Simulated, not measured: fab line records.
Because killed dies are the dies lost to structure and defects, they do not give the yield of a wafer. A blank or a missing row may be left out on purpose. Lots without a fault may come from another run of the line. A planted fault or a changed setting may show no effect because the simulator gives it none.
Tool commonality check    flow nand harc    Sample size 11 lots and 33 wafers

WHAT PROMPTED THE OPENING
On 1 of the 11 lots, a flag is raised at NHARC_P_ZERO_WELL_CD_MEAS_52 on the reading cd nm. Wafers without a fault read 1999.9 nm, standard deviation 1.4.
Rule: a lot is flagged when every wafer of it that has a number lies more than 4 standard deviations from that mean, or none has a number. The rest of the lots are taken to be sound.

lot   measured      on         cd nm (nm), wafer by wafer  flag
L671  day 2 01:40   cd sem-01  2000.4 2001.5 2000.6        
L674  day 3 08:10   cd sem-03  1996.7 2000.0 1997.4        
L676  day 4 03:38   cd sem-02  1998.4 2000.0 2000.5        
L677  day 4 13:45   cd sem-02  1998.2 2001.9 1999.9        
L679  day 5 09:45   cd sem-01  1970.0 1968.4 1970.3        FLAGGED
L680  day 5 19:48   cd sem-01  2000.5 1999.0 1999.5        
L689  day 9 13:37   cd sem-03  1999.9 1999.2 2001.0        
L691  day 10 12:04  cd sem-03  2001.2 1999.7 1999.8        
L692  day 10 19:43  cd sem-02  1999.0 1997.6 1999.5        
L693  day 11 05:49  cd sem-03  2001.7 2000.3 1999.8        
L694  day 11 16:34  cd sem-03  2000.1 2001.0 2002.2        
On average the flagged lots' numbers are 1969.6 nm, which is -30.3 nm against the usual, or -22 standard deviations.

LOT BY LOT: THE TOOL USED
The record holds 3 process steps before the reading, out of a route of 1302 steps. In each cell: the tool, then ch and the chambers that the sampled wafers went through, then the start.
lot   flag     NHARC_P_ZERO_WELL_ETCH_63         NHARC_P_ZERO_WELL_DESCUM_26         NHARC_P_ZERO_WELL_EXPOSE_49
L671           rie si-06 ch 0,2, day 1 21:40     rie diel-05 ch 0,1,3, day 1 22:37   krf scanner-03 ch 0, day 2 01:31
L674           rie si-01 ch 0,1, day 3 04:04     rie diel-04 ch 1,2, day 3 05:10     krf scanner-01 ch 0, day 3 08:01
L676           rie si-01 ch 0,2,3, day 3 23:35   rie diel-04 ch 1,2, day 4 00:40     krf scanner-01 ch 0, day 4 03:29
L677           rie si-06 ch 1,3, day 4 09:40     rie diel-02 ch 0,2,3, day 4 10:44   krf scanner-01 ch 0, day 4 13:35
L679  FLAGGED  rie si-04 ch 0,1,3, day 5 05:40   rie diel-04 ch 0,1,3, day 5 06:37   krf scanner-02 ch 0, day 5 09:35
L680           rie si-06 ch 0,3, day 5 15:44     rie diel-05 ch 1,2, day 5 16:49     krf scanner-02 ch 0, day 5 19:39
L689           rie si-06 ch 0,3, day 9 09:32     rie diel-02 ch 0,1,2, day 9 10:39   krf scanner-02 ch 0, day 9 13:27
L691           rie si-06 ch 0,3, day 10 05:49    rie diel-05 ch 0,2,3, day 10 06:48  krf scanner-02 ch 0, day 10 11:55
L692           rie si-04 ch 1,2,3, day 10 15:37  rie diel-02 ch 1,2,3, day 10 16:34  krf scanner-03 ch 0, day 10 19:33
L693           rie si-06 ch 0,1,3, day 11 01:39  rie diel-04 ch 1,2,3, day 11 02:47  krf scanner-01 ch 0, day 11 05:40
L694           rie si-04 ch 0,2,3, day 11 12:23  rie diel-02 ch 0,3, day 11 13:28    krf scanner-02 ch 0, day 11 16:25
What these steps do:
- NHARC_P_ZERO_WELL_ETCH_63: etches the open film in HBr/Cl2, target depth 120 nm, time 40.1 s.
- NHARC_P_ZERO_WELL_DESCUM_26: chemistry O2, time 3 s.
- NHARC_P_ZERO_WELL_EXPOSE_49: exposes mask P HVPW, target cd 2000 nm.
- NHARC_P_ZERO_WELL_CD_MEAS_52: target cd 2000 nm.

FLAGGED AGAINST TOTAL, ONE TOOL AT A TIME (gauges that did the reading follow at the end)
step                          tool            lots run  flagged  share of the flagged lots  sound lots run after its first flagged lot
NHARC_P_ZERO_WELL_ETCH_63     rie si-01       2         0        none                       -
NHARC_P_ZERO_WELL_ETCH_63     rie si-04       3         1        all                        2 (L692,L694)
NHARC_P_ZERO_WELL_ETCH_63     rie si-06       6         0        none                       -
NHARC_P_ZERO_WELL_DESCUM_26   rie diel-02     4         0        none                       -
NHARC_P_ZERO_WELL_DESCUM_26   rie diel-04     4         1        all                        1 (L693)
NHARC_P_ZERO_WELL_DESCUM_26   rie diel-05     3         0        none                       -
NHARC_P_ZERO_WELL_EXPOSE_49   krf scanner-01  4         0        none                       -
NHARC_P_ZERO_WELL_EXPOSE_49   krf scanner-02  5         1        all                        4 (L680,L689,L691,L694)
NHARC_P_ZERO_WELL_EXPOSE_49   krf scanner-03  2         0        none                       -
NHARC_P_ZERO_WELL_CD_MEAS_52  cd sem-01       3         1        all                        1 (L680)
NHARC_P_ZERO_WELL_CD_MEAS_52  cd sem-02       3         0        none                       -
NHARC_P_ZERO_WELL_CD_MEAS_52  cd sem-03       5         0        none                       -

WHAT THE TABLE ALLOWS
4 rows of the table ran every flagged lot: rie si-04 at NHARC_P_ZERO_WELL_ETCH_63, rie diel-04 at NHARC_P_ZERO_WELL_DESCUM_26, krf scanner-02 at NHARC_P_ZERO_WELL_EXPOSE_49, cd sem-01 at NHARC_P_ZERO_WELL_CD_MEAS_52.
- rie si-04 at NHARC_P_ZERO_WELL_ETCH_63: 1 of its 3 lots flagged. After the first flagged lot (L692, L694), sound lots still ran on it; a lasting fault on the whole tool would not permit that.
- rie diel-04 at NHARC_P_ZERO_WELL_DESCUM_26: 1 of its 4 lots flagged. After the first flagged lot (L693), sound lots still ran on it; a lasting fault on the whole tool would not permit that.
- krf scanner-02 at NHARC_P_ZERO_WELL_EXPOSE_49: 1 of its 5 lots flagged. After the first flagged lot (L680, L689, L691, L694), sound lots still ran on it; a lasting fault on the whole tool would not permit that.
- cd sem-01 at NHARC_P_ZERO_WELL_CD_MEAS_52: 1 of its 3 lots flagged. After the first flagged lot (L680), sound lots still ran on it; a lasting fault on the whole tool would not permit that.
Not one row of the table ran every flagged lot while running no sound lot after the first.

WHAT WAS PUT IN BY THE SIMULATOR
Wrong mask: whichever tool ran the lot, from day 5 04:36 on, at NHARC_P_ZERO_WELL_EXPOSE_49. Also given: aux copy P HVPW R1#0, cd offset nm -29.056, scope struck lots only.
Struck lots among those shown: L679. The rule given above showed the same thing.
